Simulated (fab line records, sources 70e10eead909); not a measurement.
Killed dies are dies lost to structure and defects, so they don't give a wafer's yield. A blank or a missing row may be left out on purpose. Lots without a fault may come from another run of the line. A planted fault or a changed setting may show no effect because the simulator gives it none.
A struck lot beside a sound one | flow nand_harc | 15 steps out of a route of 1302
Sound: wafers L645.2, L645.3, L645.4. Struck: wafers L638.1, L638.6. (L638.2 of the same lot was not struck and is left out.) The cause comes at the end.
At each step with rows: each side's tool, then ch and its chambers, then its first start. Under that, the readings that differ: sound wafers | struck wafers | difference of the means | sigmas: that difference in standard deviations of wafers without a fault.
alike: readings whose means differ by less than 2 such deviations, and words and numbers that are the same on both sides. not compared: withheld readings, readings that some wafer has no value for, bounds like >300 that may hide the same value, and numbers for which the record gives no deviation and whose values overlap.
The two part at a step that has a row with sigmas, a row that says differs or no value, or rows on one side only. Numbers that don't overlap but have no deviation are shown without sigmas and don't part them. A reading that every wafer of one side lacks parts them only if that side has two wafers or more.

first, 7 steps without rows for these wafers: NHARC_P_BONDPAD_COAT_36 (time 65 s); NHARC_P_BONDPAD_COAT_03 (resist thk 600 nm); NHARC_P_BONDPAD_SOFTBAKE_04 (time 70 s); NHARC_P_BONDPAD_EBR_05; NHARC_P_BONDPAD_EXPOSE_06 (exposes mask P BPAD); NHARC_P_BONDPAD_PEB_07 (peb time 80 s); NHARC_P_BONDPAD_DEVELOP_08 (time 50 s).
NHARC_P_BONDPAD_CD_MEAS_09: target cd 500 nm.
  sound on cd_sem-03 ch 0, day 13 11:37; struck on cd_sem-03 ch 0, day 11 02:53
  alike: cd_nm
NHARC_P_BONDPAD_OVL_MEAS_38:
  sound on overlay-02, day 13 11:42; struck on overlay-01, day 11 02:58
  alike: overlay_x_nm, overlay_y_nm
then, 1 step without rows for these wafers: NHARC_P_BONDPAD_HARDBAKE_10 (time 65 s).
NHARC_P_BONDPAD_DESCUM_11: chemistry O2, time 3 s.
  sound on rie_diel-13 ch 1,2,3, day 13 11:49; struck on rie_diel-02 ch 0,3, day 11 03:07
  alike: chamber_pressure_mTorr, drypump_motor_current_A, oes_product_au, rf_vpp_V, showerhead_plenum_p_Torr, throttle_valve_pct
  not compared: rf_hours_counter_h
NHARC_P_BONDPAD_ETCH_37: etches the open film in N2/H2, target depth 60 nm, overetch 18 nm, time 65.91 s.
  sound on rie_diel-13 ch 0,1,3, day 13 11:54; struck on rie_diel-02 ch 2,3, day 11 03:13
  alike: chamber_pressure_mTorr, drypump_motor_current_A, n2_flow_sccm, oes_product_au, rf_fwd_power_W, rf_vpp_V, showerhead_plenum_p_Torr, throttle_valve_pct
  not compared: rf_hours_counter_h
NHARC_P_BONDPAD_ETCH_12: etches the open film in CHF3/O2, target depth 200 nm, time 100 s.
  sound on rie_diel-13 ch 0,2,3, day 13 11:59; struck on rie_diel-02 ch 2, day 11 03:19
  reading               | sound             | struck      | difference | sigmas
  oes_product_au (a.u.) | 0.961 0.974 0.930 | 1.174 1.184 | +0.224     | +10
  rf_fwd_power_W (W)    | 497.2 495.3 494.9 | 695.9 697.5 | +200.9     | +99 or more
  alike: chamber_pressure_mTorr, drypump_motor_current_A, rf_vpp_V, showerhead_plenum_p_Torr, throttle_valve_pct
  not compared: rf_hours_counter_h
NHARC_P_BONDPAD_CD_MEAS_13:
  sound on cd_sem-01, day 13 12:08; struck on cd_sem-03, day 11 03:28
  alike: cd_nm
-- the record jumps here: 18 days lie between the struck wafers' starts before and after (it left off in module P_BONDPAD and takes up again in module END, whose first step shown is number 1302 of the route) --
NHARC_END_SORT_01:
  sound on prober-02 ch 0, day 32 00:37; struck on prober-01 ch 0, day 29 12:37
  alike: defect_limited_yield, killed_at_array, killed_at_other, killed_at_periphery, killed_dies, killed_open, killed_short

WHERE THEY PART
Only at NHARC_P_BONDPAD_ETCH_12, within this record. Later steps at which nothing parts them and some readings are alike: NHARC_P_BONDPAD_CD_MEAS_13, NHARC_END_SORT_01.

WHY: what the simulator had put in
Process parameter drift: rie_diel-02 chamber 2, from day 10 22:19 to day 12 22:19, at NHARC_P_BONDPAD_ETCH_12. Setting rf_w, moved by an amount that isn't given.
